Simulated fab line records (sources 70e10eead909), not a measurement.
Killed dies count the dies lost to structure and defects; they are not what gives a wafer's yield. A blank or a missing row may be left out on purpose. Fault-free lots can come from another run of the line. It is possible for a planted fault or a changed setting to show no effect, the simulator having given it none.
Matching of chambers :: flow nand harc :: NHARC_A_M1_CMP_23 on cmp-04 has 4 sister chambers
The step polishes, t overpolish 20 s, target thk 154.34 nm. 16 wafers are shown with their chamber, then 8 later ones without.

WAFERS, EACH WITH ITS CHAMBER
wafer: L295.2
chamber: 2
motor current A (A): 13.9
time to endpoint s (s): 27.5
slurry flow ml min: 150.4

wafer: L295.3
chamber: 3
motor current A (A): 10.5
time to endpoint s (s): 28.8
slurry flow ml min: 150.2

wafer: L295.6
chamber: 2
motor current A (A): 13.9
time to endpoint s (s): 28.5
slurry flow ml min: 150.2

wafer: L296.1
chamber: 2
motor current A (A): 13.8
time to endpoint s (s): 27.4
slurry flow ml min: 150.0

wafer: L296.4
chamber: 0
motor current A (A): 12.1
time to endpoint s (s): 26.0
slurry flow ml min: 150.2

wafer: L296.5
chamber: 1
motor current A (A): 14.0
time to endpoint s (s): 28.0
slurry flow ml min: 151.3

wafer: L301.1
chamber: 1
motor current A (A): 14.0
time to endpoint s (s): 29.3
slurry flow ml min: 149.0

wafer: L301.5
chamber: 3
motor current A (A): 11.0
time to endpoint s (s): 28.2
slurry flow ml min: 148.9

wafer: L301.6
chamber: 2
motor current A (A): 13.8
time to endpoint s (s): 26.9
slurry flow ml min: 150.6

wafer: L312.3
chamber: 2
motor current A (A): 14.1
time to endpoint s (s): 27.9
slurry flow ml min: 150.7

wafer: L312.4
chamber: 3
motor current A (A): 11.1
time to endpoint s (s): 29.0
slurry flow ml min: 150.6

wafer: L312.5
chamber: 3
motor current A (A): 11.1
time to endpoint s (s): 26.7
slurry flow ml min: 149.2

wafer: L313.3
chamber: 2
motor current A (A): 13.9
time to endpoint s (s): 26.8
slurry flow ml min: 150.2

wafer: L313.4
chamber: 3
motor current A (A): 10.9
time to endpoint s (s): 26.1
slurry flow ml min: 150.3

wafer: L313.5
chamber: 2
motor current A (A): 13.7
time to endpoint s (s): 25.4
slurry flow ml min: 149.9

wafer: L316.1
chamber: 3
motor current A (A): 10.7
time to endpoint s (s): 29.0
slurry flow ml min: 150.2

SIGNATURES, as means of the wafers listed above
reading: motor current A
chamber 0: 12.100
chamber 1: 14.000
chamber 2: 13.871
chamber 3: 10.883
scatter within a chamber: 0.179

reading: time to endpoint s
chamber 0: 26.000
chamber 1: 28.650
chamber 2: 27.200
chamber 3: 27.967
scatter within a chamber: 1.1

reading: slurry flow ml min
chamber 0: 150.200
chamber 1: 150.150
chamber 2: 150.286
chamber 3: 149.900
scatter within a chamber: 0.677
Rule: for each reading, subtract the chamber's mean from the wafer's reading, divide by that reading's scatter and square the result; add these up over the readings and take the root, which gives the wafer's distance from the chamber. If the next closest chamber is less than 2 further off than the closest, the wafer can't be placed; otherwise it belongs to the closest. How the scatter is found: for the shown wafers, subtract from each reading the mean of its chamber, square and add these, divide the total by (wafers less chambers), then take the root.

WAFERS MISSING THEIR CHAMBER
wafer: L316.3
motor current A (A): 14.4
time to endpoint s (s): 29.6
slurry flow ml min: 150.0

wafer: L316.6
motor current A (A): 13.3
time to endpoint s (s): 30.3
slurry flow ml min: 150.3

wafer: L315.2
motor current A (A): 10.7
time to endpoint s (s): 28.8
slurry flow ml min: 151.0

wafer: L315.5
motor current A (A): 12.2
time to endpoint s (s): 28.3
slurry flow ml min: 149.9

wafer: L315.6
motor current A (A): 11.3
time to endpoint s (s): 27.3
slurry flow ml min: 149.3

wafer: L317.3
motor current A (A): 12.0
time to endpoint s (s): 28.4
slurry flow ml min: 150.6

wafer: L317.4
motor current A (A): 14.2
time to endpoint s (s): 27.5
slurry flow ml min: 150.4

wafer: L317.6
motor current A (A): 13.6
time to endpoint s (s): 29.1
slurry flow ml min: 149.0

WHICH CHAMBER EACH WENT THROUGH
wafer: L316.3
from the rows above: can't be placed: 1 or 2
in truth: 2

wafer: L316.6
from the rows above: can't be placed: 1 or 2
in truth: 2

wafer: L315.2
from the rows above: 3
in truth: 3

wafer: L315.5
from the rows above: 0
in truth: 0

wafer: L315.6
from the rows above: 3
in truth: 3

wafer: L317.3
from the rows above: 0
in truth: 0

wafer: L317.4
from the rows above: can't be placed: 1 or 2
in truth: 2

wafer: L317.6
from the rows above: can't be placed: 1 or 2
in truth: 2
Placed correctly: 4 of 8. These rows do not allow placing 4 (true chamber among the candidates in 4). Placed wrongly: 0.
